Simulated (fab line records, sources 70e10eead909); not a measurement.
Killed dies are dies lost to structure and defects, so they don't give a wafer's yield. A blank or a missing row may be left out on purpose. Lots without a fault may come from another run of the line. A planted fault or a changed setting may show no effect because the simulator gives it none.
fab line records | flow nand_harc
record lots=12 wafers=36 last_day=33
route steps=1302 shown A_SGD_CUT@901 A_SLIT@928
lots that met no fault: from a run of the same line without faults
start_h: hours from the record's first day to the start of the lot's first wafer shown | wait_h: hours since the lot's step before | " the same as in the row above | L1.1+2: a row that stands for several wafers | - no value, or no start given | * or withheld: withheld | < > ~ a bound
route shown NAME@n: a module of which the file shows steps, and the number in the route of the first | usual: mean/standard deviation of fault-free wafers | same: alike in all rows | chamber/n: place in a boat | sites: the reading at each site | _std_site: their standard deviation | _edge_site: outer sites' mean less inner sites' | radius_mm: how far each site lies from the wafer's centre | mask NAME#n: copy n | behind: the tool/chamber that last shaped the wafer | hold: why the lot was held/for how many hours/how that ended | device: the transistor (n, p or np) that didn't switch | end of line: the same wafers' tests at the end of the route | a step without rows: its recipe alone | killed: dies lost to structure and defects at the first sort, not the wafer's yield | map: a wafer's dies, x killed, . not, _ none there
set.NAME: the setting as run; set.NAME@STEP: as run at that earlier step | model.NAME: the simulator's own value behind a step, which no gauge read
steps of the route over a sample of lots; a table a step, a row a wafer
services: from which hour (start_h, from the record's first day; less than 0 if before it) a tool's chamber was out of use, for how many hours, and why
## steps
# step NHARC_A_SGD_CUT_CD_MEAS_09
# recipe target_cd_nm=100 landing_energy_ev=500
# usual cd_nm=99.9/0.68
# columns lot.wafer tool chamber start_h wait_h cd_nm
L407.2 cd_sem-02 0 440.53 - 100.6
L407.4 " 0 " " 99.8
L407.6 " 0 " " 101.3
L408.4 cd_sem-03 0 448.49 - 100.4
L408.5 " 0 " " 100.1
L408.6 " 0 " " 99.0
L412.4 cd_sem-01 0 490.35 - 99.8
L412.5 " 0 " " 100.8
L412.6 " 0 " " 100.6
L413.1 cd_sem-03 0 525.37 - 100.6
L413.4 " 0 " " 99.9
L413.5 " 0 " " 99.1
L419.1 cd_sem-01 0 563.12 - 99.2
L419.5 " 0 " " 100.0
L419.6 " 0 " " 100.5
L423.1 cd_sem-02 0 605.23 - 99.6
L423.4 " 0 " " 100.7
L423.5 " 0 " " 99.7
L424.1 cd_sem-01 0 613.12 - 98.9
L424.2 " 0 " " 100.3
L424.4 " 0 " " 98.3
L422.2 cd_sem-03 0 613.42 - 99.4
L422.3 " 0 " " 98.7
L422.6 " 0 " " 100.2
L426.2 cd_sem-02 0 639.79 - 99.8
L426.3 " 0 " " 100.0
L426.5 " 0 " " 100.0
L427.3 cd_sem-02 0 658.04 - 100.4
L427.4 " 0 " " 100.4
L427.5 " 0 " " 98.7
L428.2 cd_sem-01 0 658.36 - 99.2
L428.3 " 0 " " 99.2
L428.5 " 0 " " 100.4
L429.2 cd_sem-02 0 669.93 - 99.8
L429.3 " 0 " " 98.9
L429.5 " 0 " " 99.3
# step NHARC_A_SGD_CUT_STRIP_28
# recipe time_s=20 o2_flow_sccm=500 ar_flow_sccm=0 bias_w=0 chemistry=O2
# usual chamber_pressure_mTorr=60.01/0.053 drypump_motor_current_A=5.7/0.33 oes_product_au=1.001/0.017 rf_vpp_V=57.9/0.94 showerhead_plenum_p_Torr=3.55/0.12 throttle_valve_pct=17.036/0.0085
# columns lot.wafer tool chamber start_h wait_h chamber_pressure_mTorr drypump_motor_current_A oes_product_au rf_hours_counter_h rf_vpp_V showerhead_plenum_p_Torr throttle_valve_pct
L407.2 rie_diel-01 2 - - 60.12 5.6 0.987 2.8 57.5 3.50 17.047
L407.4 " 3 " " 60.01 6.0 0.984 2.7 59.8 3.75 17.037
L407.6 " 2 " " 60.06 5.6 0.987 - 58.6 3.50 17.044
L408.4 rie_diel-11 1 - - 60.03 6.3 0.997 1.0 56.0 3.51 17.036
L408.5 " 2 " " 59.98 5.4 1.006 - 58.5 3.72 17.043
L408.6 " 3 " " 60.11 6.2 1.012 - 58.2 3.58 17.039
L412.4 rie_diel-01 1 - - 60.01 5.4 1.011 5.3 57.2 3.60 17.026
L412.5 " 1 " " 59.99 5.4 1.021 - 57.2 3.60 17.042
L412.6 " 2 " " 60.04 5.6 0.988 - 58.4 3.50 17.031
L413.4 rie_diel-01 1 - - 60.08 5.4 1.003 6.2 58.9 3.60 17.027
L413.1 " 0 " " 60.07 6.0 0.973 5.9 58.4 3.49 17.033
L413.5 " 1 " " 60.09 5.4 1.005 - 59.7 3.60 17.034
L419.1 rie_diel-01 2 - - 60.05 5.6 0.985 0.1 58.1 3.50 17.037
L419.6 " 2 " " 60.03 5.6 0.986 - 59.1 3.50 17.029
L419.5 " 3 " " 59.99 6.0 1.009 - 58.0 3.74 17.036
L423.1 rie_diel-08 2 - - 60.12 5.8 0.973 3.0 59.1 3.77 17.038
L423.4 " 0 " " 59.98 5.5 1.010 3.3 58.1 3.45 17.027
L423.5 " 2 " " 60.03 5.8 0.965 - 59.0 3.77 17.030
L424.4 rie_diel-11 1 - - 59.98 6.3 0.999 0.1 58.2 3.50 17.030
L424.2 " 2 " " 60.06 5.4 1.002 0.1 58.1 3.71 17.036
L424.1 " 3 " " 59.99 6.2 1.022 0.1 57.7 3.58 17.045
L422.2 rie_diel-01 2 622.43 0.1 59.98 5.6 0.967 2.7 58.7 3.50 17.018
L422.3 " 0 " " 60.05 6.0 0.962 2.7 57.4 3.49 17.045
L422.6 " 2 " " 59.96 5.6 0.972 - 58.0 3.50 17.018
L426.2 rie_diel-01 2 - - 60.01 5.6 0.970 3.5 57.3 3.50 17.046
L426.3 " 3 " " 59.91 6.0 0.991 2.9 58.9 3.74 17.028
L426.5 " 2 " " 60.09 5.6 0.974 - 58.1 3.50 17.026
L427.4 rie_diel-11 3 - - 60.02 6.1 1.022 4.8 59.8 3.58 17.029
L427.3 " 1 " " 60.03 6.3 0.991 4.9 56.7 3.50 17.039
L427.5 " 3 " " 60.05 6.1 1.025 - 59.2 3.58 17.044
L428.3 rie_diel-08 2 - - 60.02 5.8 0.964 6.4 59.3 3.77 17.053
L428.2 " 0 " " 59.96 5.5 0.998 5.8 58.1 3.45 17.039
L428.5 " 2 " " 59.97 5.8 0.975 - 58.4 3.77 17.045
L429.3 rie_diel-01 2 - - 60.05 5.6 0.974 5.3 57.9 3.49 17.054
L429.2 " 1 " " 60.04 5.4 1.005 5.0 57.3 3.59 17.017
L429.5 " 3 " " 59.94 6.0 0.989 - 57.6 3.74 17.042
# step NHARC_A_SLIT_SOFTBAKE_04
# recipe temp_c=105 time_s=55
# usual heater_power_total_W=188.44/0.13
# columns lot.wafer tool chamber start_h wait_h heater_power_total_W
L407.2 litho_track-04 0 451 - 188.70
L407.4 " 0 " " 188.42
L407.6 " 0 " " 188.29
L408.4 litho_track-06 0 460 - 188.38
L408.5 " 0 " " 188.52
L408.6 " 0 " " 188.33
L412.4 litho_track-06 0 506 - 188.32
L412.5 " 0 " " 193.19
L412.6 " 0 " " 193.14
L413.1 litho_track-06 0 536 - 188.38
L413.4 " 0 " " 188.62
L413.5 " 0 " " 193.14
L419.1 litho_track-01 0 576 - 188.44
L419.5 " 0 " " 188.42
L419.6 " 0 " " 188.43
L423.1 litho_track-06 0 620 - 188.36
L423.4 " 0 " " 188.37
L423.5 " 0 " " 188.60
L424.1 litho_track-06 0 628 - 188.36
L424.2 " 0 " " 188.47
L424.4 " 0 " " 188.37
L422.2 litho_track-04 0 629 - 188.56
L422.3 " 0 " " 188.40
L422.6 " 0 " " 188.35
L426.2 litho_track-04 0 651 - 188.71
L426.3 " 0 " " 188.43
L426.5 " 0 " " 188.42
L427.3 litho_track-06 0 669 - 188.28
L427.4 " 0 " " 188.42
L427.5 " 0 " " 188.44
L428.2 litho_track-01 0 669 - 188.58
L428.3 " 0 " " 188.31
L428.5 " 0 " " 188.60
L429.2 litho_track-06 0 685 - 188.37
L429.3 " 0 " " 188.53
L429.5 " 0 " " 188.29
# step NHARC_A_SLIT_ETCH_15
# recipe target_depth_a=62000 over_etch_frac=0.3 time_s=1612 ion_energy_ev=150 o2_flow_sccm=400 cos_flow_sccm=20 ar_flow_sccm=0 rf_w=500 bias_w=300 chemistry=O2/COS
# usual chamber_pressure_mTorr=20.000/0.018 cos_flow_sccm=20.00/0.062 drypump_motor_current_A=6.0/0.44 oes_product_au=1.000/0.014 rf_vpp_V=314.3/1.5 showerhead_plenum_p_Torr=3.13/0.087 throttle_valve_pct=28.330/0.0087
# columns lot.wafer tool chamber start_h wait_h chamber_pressure_mTorr cos_flow_sccm drypump_motor_current_A oes_product_au rf_hours_counter_h rf_vpp_V showerhead_plenum_p_Torr throttle_valve_pct
L407.4 rie_diel-09 3 - - 20.021 19.83 5.5 0.998 9 316.7 3.22 28.329
L407.2 " 0 " " 19.989 20.08 5.5 1.009 8 312.5 3.01 28.331
L407.6 " 3 " " 20.020 19.99 5.5 0.995 - 316.8 3.22 28.317
L408.4 rie_diel-06 3 - - 19.993 20.08 6.0 1.023 7 315.1 3.24 28.328
L408.6 " 2 " " 20.022 20.04 5.8 1.003 - 313.4 3.01 28.326
L408.5 " 3 " " 19.999 20.04 6.0 1.037 - 315.9 3.24 28.320
L412.4 rie_diel-06 0 - - 20.008 20.05 5.6 0.972 2 315.4 3.22 28.335
L412.5 " 0 " " 19.978 20.06 5.6 0.980 - 316.9 3.22 28.318
L412.6 " 1 " " 19.998 20.04 6.8 0.984 - 314.2 3.18 28.332
L413.4 rie_diel-09 0 - - 20.004 20.09 5.5 1.001 2 312.0 3.01 28.326
L413.1 " 1 " " 20.003 19.99 5.4 1.005 2 313.8 3.16 28.329
L413.5 " 2 " " 20.024 19.94 5.8 1.011 - 313.9 3.09 28.318
L419.1 rie_diel-10 2 - - 19.993 19.96 6.7 0.988 10 312.3 3.05 28.325
L419.5 " 2 " " 20.014 19.97 6.7 0.978 - 313.9 3.05 28.330
L419.6 " 3 " " 19.982 20.11 6.1 1.004 - 313.3 3.12 28.335
L423.1 rie_diel-10 2 - - 20.008 20.06 6.7 1.012 1 313.2 3.05 28.335
L423.4 " 3 " " 20.019 20.10 6.1 0.992 1 313.6 3.12 28.334
L423.5 " 1 " " 20.018 20.01 5.9 0.994 - 312.8 3.05 28.312
L424.2 rie_diel-09 2 - - 20.020 19.96 5.8 0.998 7 313.9 3.09 28.323
L424.1 " 3 " " 20.001 20.08 5.5 0.976 6 316.8 3.22 28.337
L424.4 " 3 " " 19.964 19.98 5.5 0.964 - 315.7 3.22 28.313
L422.3 rie_diel-06 1 - - 19.963 20.03 6.7 0.998 8 314.7 3.17 28.337
L422.2 " 3 " " 19.967 19.96 6.0 1.007 6 317.1 3.24 28.336
L422.6 " 1 " " 20.004 19.97 6.7 0.992 - 313.6 3.17 28.338
L426.3 rie_diel-06 3 - - 19.990 19.98 6.1 1.007 7 315.3 3.24 28.328
L426.2 " 1 " " 20.019 20.02 6.7 1.007 9 314.7 3.17 28.332
L426.5 " 3 " " 19.980 19.94 6.0 1.010 - 316.1 3.23 28.339
L427.3 rie_diel-09 1 - - 19.963 19.96 5.4 1.007 8 314.6 3.16 28.330
L427.4 " 3 " " 19.986 20.03 5.5 0.972 10 315.7 3.21 28.331
L427.5 " 0 " " 20.002 20.01 5.5 1.006 - 313.4 3.01 28.334
L428.3 rie_diel-10 1 - - 19.994 20.00 5.9 0.985 4 314.1 3.05 28.324
L428.2 " 2 " " 19.994 20.02 6.8 1.003 4 313.1 3.05 28.328
L428.5 " 0 " " 20.017 19.89 6.4 0.998 - 316.2 3.26 28.324
L429.3 rie_diel-10 3 - - 20.024 20.05 6.1 0.999 5 313.3 3.12 28.325
L429.2 " 1 " " 20.007 19.97 5.9 0.989 4 313.3 3.05 28.356
L429.5 " 0 " " 19.955 20.04 6.4 1.019 - 316.8 3.26 28.314
## services
# columns tool chamber start_h hours kind
rie_diel-09 3 428.32 1.3 repair
rie_diel-11 - 432.52 9.0 pm
rie_diel-11 3 447.01 1.8 repair
rie_diel-10 2 447.48 16.9 repair
rie_diel-08 1 450.58 12.8 repair
rie_diel-06 - 484.20 9.0 pm
rie_diel-10 3 488.99 10.4 repair
rie_diel-09 - 497.36 9.0 pm
rie_diel-11 3 500.99 14.3 repair
litho_track-01 - 505.01 7.0 pm
rie_diel-09 - 528.83 1.9 repair
litho_track-06 - 529.01 7.0 pm
litho_track-04 - 553.00 7.0 pm
rie_diel-01 - 557.93 9.0 pm
rie_diel-01 1 586.07 6.8 repair
rie_diel-10 - 596.50 9.0 pm
rie_diel-11 - 609.83 9.0 pm
rie_diel-01 3 616.09 7.3 repair
rie_diel-09 1 617.28 15.0 repair
rie_diel-10 3 656.52 2.0 repair
rie_diel-06 2 660.39 10.5 repair
rie_diel-06 - 661.20 9.0 pm
rie_diel-09 1 673.16 6.1 repair
rie_diel-09 - 674.36 9.0 pm
## key
first_sign step=NHARC_A_SLIT_SOFTBAKE_04 reading=heater_power_total_W direction=up sigmas=36 usual=* struck=*
effect none on later readings
met_at NHARC_A_SLIT_SOFTBAKE_04
struck_lots L412,L413
struck_wafers L412.5,L412.6,L413.5
tester_left_out L412,L413
not_acting_at NHARC_A_SGD_CUT_CD_MEAS_09,NHARC_A_SGD_CUT_STRIP_28,NHARC_A_SLIT_ETCH_15
fault kind=process_parameter_drift tool=litho_track-06 chamber=- onset_h=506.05 steps=NHARC_A_SLIT_SOFTBAKE_04 channel=time_s offset=* shape=step end_h=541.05 scope=struck_wafers_only acts_in=* stated=*
# tester_left_out: of these lots the tester's yield and bins aren't shown, on N5 and GAA mostly nor the transistor test; their killed dies are dies lost to structure and defects alone, not to doping, threshold or leakage, so they don't give the yield
